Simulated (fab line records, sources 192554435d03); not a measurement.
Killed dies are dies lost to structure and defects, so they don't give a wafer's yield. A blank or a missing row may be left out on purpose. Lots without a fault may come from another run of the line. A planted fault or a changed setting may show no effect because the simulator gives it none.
One fault seen from 3 desks | flow n5_finfet | each desk has only its own numbers; what lay behind them comes last

THE DEFECT DESK
What the inspections along the route counted, lot by lot: means of the sampled wafers that have a number. A lot is out of limits, marked OUT, if its mean lies more than 4 standard deviations from the usual mean; the brackets give that distance.
Columns: A = raw_defect_count at N5_FIN_CUT_INSPECT_10, usual 44
lot  | first seen here | A
L465 | day 3 09:19     | 34
L472 | day 5 02:53     | 29
L475 | day 5 21:13     | 39
L478 | day 6 15:20     | 60
L479 | day 6 21:08     | 55
L480 | day 7 02:13     | 67
L481 | day 7 10:01     | 44
L482 | day 7 15:51     | 27
L483 | day 7 21:39     | 35
This desk's finding: nothing out of limits on any of the 9 lots.

THE TOOL OWNER'S DESK: rie_diel-03
The tool's own readings at N5_FIN_CUT_ETCH_30 (etches underlayer in N2/H2, target depth 13 nm, time 10.4 s): means of the sampled wafers that have a number, for each lot that ran on this tool. A lot is out of limits, marked OUT, if its mean lies more than 4 standard deviations from the usual mean; the brackets give that distance.
Columns: A = drypump_motor_current_A at N5_FIN_CUT_ETCH_30, usual 5.8 A; B = etch_rf_on_time_s at N5_FIN_CUT_ETCH_30, usual 10.43 s; C = oes_product_au at N5_FIN_CUT_ETCH_30, usual 0.66 a.u.; D = rf_vpp_V at N5_FIN_CUT_ETCH_30, usual 523.9 V; E = showerhead_plenum_p_Torr at N5_FIN_CUT_ETCH_30, usual 2.54 Torr; F = throttle_valve_pct at N5_FIN_CUT_ETCH_30, usual 17.85 %
lot  | first seen here | A   | B               | C    | D     | E    | F
L465 | day 3 09:31     | 5.8 | 9.27 (-6.1) OUT | 0.72 | 524.3 | 2.56 | 17.78
L479 | day 6 21:37     | 5.7 | 10.56           | 0.63 | 524.4 | 2.58 | 17.90
L480 | day 7 02:20     | 5.8 | 10.19           | 0.67 | 522.8 | 2.52 | 17.75
L481 | day 7 10:20     | 5.7 | 10.17           | 0.66 | 525.2 | 2.58 | 17.70
L483 | day 7 21:43     | 5.9 | 10.49           | 0.69 | 522.3 | 2.49 | 17.75
This desk's finding: out of limits on L465; first on L465, day 3 09:31 (etch_rf_on_time_s at N5_FIN_CUT_ETCH_30). In limits: L479, L480, L481, L483.

THE METROLOGY DESK
What the gauges read, lot by lot, whatever tool the lot ran on: means of the sampled wafers that have a number. A lot is out of limits, marked OUT, if its mean lies more than 4 standard deviations from the usual mean; the brackets give that distance. Of its 10 readings 7 are shown: those that lie furthest out on some lot.
Columns: A = DIBL_N at N5_BEOL_M4_RC_MEAS_101, usual 36.0 mV/V; B = DIBL_P at N5_BEOL_M4_RC_MEAS_101, usual 36.3 mV/V; C = IOFF_N at N5_BEOL_M4_RC_MEAS_101, usual 0.16 nA/um; D = IOFF_P at N5_BEOL_M4_RC_MEAS_101, usual 0.21 nA/um; E = ION_P at N5_BEOL_M4_RC_MEAS_101, usual 461 uA/um; F = VT_N at N5_BEOL_M4_RC_MEAS_101, usual 250 mV; G = VT_P at N5_BEOL_M4_RC_MEAS_101, usual -250.9 mV
lot  | first seen here | A    | B    | C    | D    | E   | F   | G
L465 | day 10 02:00    | 34.2 | 34.7 | 0.12 | 0.17 | 457 | 254 | -253.8
L472 | day 11 08:05    | 37.4 | 36.9 | 0.17 | 0.21 | 455 | 250 | -250.3
L475 | day 12 00:50    | 35.5 | 37.0 | 0.14 | 0.18 | 453 | 254 | -255.3
L479 | day 12 17:22    | 36.4 | 37.0 | 0.16 | 0.21 | 462 | 251 | -251.4
L478 | day 12 22:46    | 36.6 | 37.5 | 0.15 | 0.22 | 466 | 253 | -249.8
L480 | day 12 22:59    | 35.5 | 35.1 | 0.14 | 0.19 | 459 | 253 | -251.4
L481 | day 14 04:22    | 36.0 | 34.9 | 0.14 | 0.20 | 458 | 248 | -252.1
L483 | day 14 06:26    | 38.1 | 37.2 | 0.17 | 0.22 | 461 | 249 | -250.7
L482 | day 14 07:43    | 37.3 | 39.0 | 0.17 | 0.24 | 473 | 246 | -247.3
This desk's finding: nothing out of limits on any of the 9 lots.

PUT TOGETHER
The tool owner's desk could have raised an alarm at day 3 09:31, on L465.
The defect desk saw nothing out of limits.
The metrology desk saw nothing out of limits.
The defect desk has L465 on record, within its limits.
The metrology desk has L465 on record, within its limits.
Of the lots named, all ran N5_FIN_CUT_ETCH_30 on rie_diel-03.

WHAT THE SIMULATOR HAD PUT IN
Process parameter drift: rie_diel-03, from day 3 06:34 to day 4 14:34, at N5_FIN_CUT_ETCH_30. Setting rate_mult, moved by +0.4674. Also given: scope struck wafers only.
Lots struck among those shown: L465.
Hours from the fault's start to each desk's first reading out of limits: the tool owner's desk, 3.
